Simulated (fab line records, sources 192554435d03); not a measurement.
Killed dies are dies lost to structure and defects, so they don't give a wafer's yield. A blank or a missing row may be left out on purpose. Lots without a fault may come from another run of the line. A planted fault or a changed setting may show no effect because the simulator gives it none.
Chamber matching | flow n5_finfet | N5_MOL_CONTACT_COAG_CMP_28 on cmp-01: 4 sister chambers
The step polishes, stops on SiNx, t overpolish 0.85 s, target thk 14.522 nm. 8 wafers are shown with their chamber, then 12 later ones without.

WAFERS WITH THEIR CHAMBER
wafer  | chamber | motor_current_A (A) | slurry_flow_ml_min
L080.1 | 0       | 10.9                | 149.8
L086.3 | 2       | 13.3                | 150.2
L088.1 | 3       | 12.0                | 150.0
L088.4 | 0       | 11.0                | 149.7
L088.5 | 1       | 12.1                | 150.2
L087.1 | 1       | 12.3                | 148.8
L087.3 | 3       | 12.4                | 149.9
L087.4 | 2       | 13.8                | 150.2

WAFERS WITHOUT THEIR CHAMBER
wafer  | motor_current_A (A) | slurry_flow_ml_min
L090.3 | 12.8                | 149.8
L090.4 | 10.7                | 150.2
L090.6 | 10.9                | 149.7
L092.2 | 12.8                | 150.4
L092.3 | 11.2                | 148.8
L092.4 | 13.6                | 150.3
L095.2 | 11.1                | 150.1
L095.3 | 13.0                | 149.2
L095.4 | 13.7                | 150.0
L096.3 | 11.7                | 150.0
L096.5 | 10.6                | 150.2
L096.6 | 12.9                | 151.0

WHICH CHAMBER EACH WENT THROUGH
wafer  | from the rows above          | in truth
L090.3 | can't be placed: 3 or 1 or 2 | 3
L090.4 | 0                            | 0
L090.6 | 0                            | 0
L092.2 | can't be placed: 3 or 1 or 2 | 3
L092.3 | 0                            | 0
L092.4 | 2                            | 2
L095.2 | 0                            | 0
L095.3 | can't be placed: 2 or 1 or 3 | 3
L095.4 | 2                            | 2
L096.3 | can't be placed: 3 or 1 or 0 | 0
L096.5 | 0                            | 0
L096.6 | can't be placed: 2 or 3 or 1 | 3
Placed correctly: 7 of 12. Can't be placed from these rows: 5 (the true chamber is among the candidates in 5). Placed wrongly: 0.
How it was worked out, from the rows above alone: a wafer's distance from a chamber is the root of the sum, over the readings, of the square of ((its reading less the chamber's mean) divided by the reading's scatter). The wafer belongs to the nearest chamber; if the next one is less than 2 further off, it can't be placed. A chamber's mean is the mean of its shown wafers. The scatter: the root of (the sum of the squares of (reading less its chamber's mean) over the shown wafers, divided by (wafers less chambers)).
